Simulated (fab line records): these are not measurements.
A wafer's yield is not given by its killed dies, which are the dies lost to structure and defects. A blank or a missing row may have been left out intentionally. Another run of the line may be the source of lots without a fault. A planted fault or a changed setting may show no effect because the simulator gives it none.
Chamber matching | flow n5Finfet | 4 sister chambers for N5_BEOL_M15_ETCH_61 on rieDiel-06
The step etches BARC in N2/H2, target depth 89 nm, overetch 26.7 nm, time 67.9 s. 20 wafers are shown with their chamber, then 10 later ones without.

WAFERS PAIRED WITH THEIR CHAMBERS
wafer  | chamber | showerheadPlenumPTorr (Torr) | drypumpMotorCurrentA (A) | throttleValvePct (%)
L077.3 | 1       | 2.60                         | 5.7                      | 17.71
L077.4 | 2       | 2.44                         | 6.7                      | 18.00
L077.5 | 3       | 2.39                         | 5.2                      | 17.83
L081.1 | 3       | 2.39                         | 5.2                      | 17.87
L081.3 | 1       | 2.60                         | 5.7                      | 17.73
L081.6 | 2       | 2.44                         | 6.8                      | 18.02
L082.1 | 0       | 2.61                         | 5.7                      | 17.89
L082.3 | 1       | 2.60                         | 5.7                      | 17.73
L082.4 | 2       | 2.43                         | 6.7                      | 18.03
L083.2 | 1       | 2.60                         | 5.7                      | 17.73
L083.3 | 0       | 2.61                         | 5.8                      | 17.88
L083.6 | 0       | 2.61                         | 5.7                      | 17.88
L085.1 | 3       | 2.39                         | 5.2                      | 17.87
L085.2 | 0       | 2.61                         | 5.7                      | 17.89
L085.6 | 1       | 2.60                         | 5.7                      | 17.74
L086.3 | 0       | 2.61                         | 5.7                      | 17.91
L086.4 | 2       | 2.43                         | 6.7                      | 18.03
L086.5 | 2       | 2.43                         | 6.8                      | 18.05
L087.3 | 2       | 2.43                         | 6.7                      | 18.04
L087.4 | 2       | 2.43                         | 6.7                      | 18.07

SIGNATURES (averages over the wafers above)
reading               | chamber 0 | chamber 1 | chamber 2 | chamber 3 | scatter within a chamber
showerheadPlenumPTorr | 2.6100    | 2.6000    | 2.4329    | 2.3900    | 0.00299
drypumpMotorCurrentA  | 5.720     | 5.700     | 6.729     | 5.200     | 0.0373
throttleValvePct      | 17.8900   | 17.7280   | 18.0343   | 17.8567   | 0.0179
Rule: a wafer lies at a distance from a chamber equal to the root of the sum of squares, over the readings, of (its reading less the chamber's mean, divided by the reading's scatter). The wafer belongs to the nearest chamber; if the next one is less than 2 further off, it can't be placed. The scatter is the square root of a quotient: the sum, over the shown wafers, of each reading's squared deviation from its chamber's mean, divided by wafers minus chambers.

WAFERS WHOSE CHAMBER IS MISSING
wafer  | showerheadPlenumPTorr (Torr) | drypumpMotorCurrentA (A) | throttleValvePct (%)
L087.5 | 2.60                         | 5.7                      | 17.90
L094.2 | 2.42                         | 6.8                      | 18.07
L094.3 | 2.60                         | 5.7                      | 17.50
L094.4 | 2.59                         | 5.7                      | 17.30
L093.1 | 2.70                         | 5.2                      | 17.30
L093.4 | 2.59                         | 5.7                      | 17.32
L093.5 | 2.59                         | 5.7                      | 17.31
L097.2 | 2.59                         | 5.7                      | 17.32
L097.4 | 2.42                         | 6.7                      | 18.10
L097.5 | 2.42                         | 6.7                      | 18.09

WHICH CHAMBER EACH ONE RAN IN
wafer  | from the rows above | in truth
L087.5 | 0                   | 0
L094.2 | 2                   | 2
L094.3 | 1                   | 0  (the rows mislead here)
L094.4 | 1                   | 1
L093.1 | 1                   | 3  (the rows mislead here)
L093.4 | 1                   | 1
L093.5 | 1                   | 1
L097.2 | 1                   | 1
L097.4 | 2                   | 2
L097.5 | 2                   | 2
Placed correctly: 8 of 10. Number that these rows cannot place: 0. Number placed wrongly: 2.
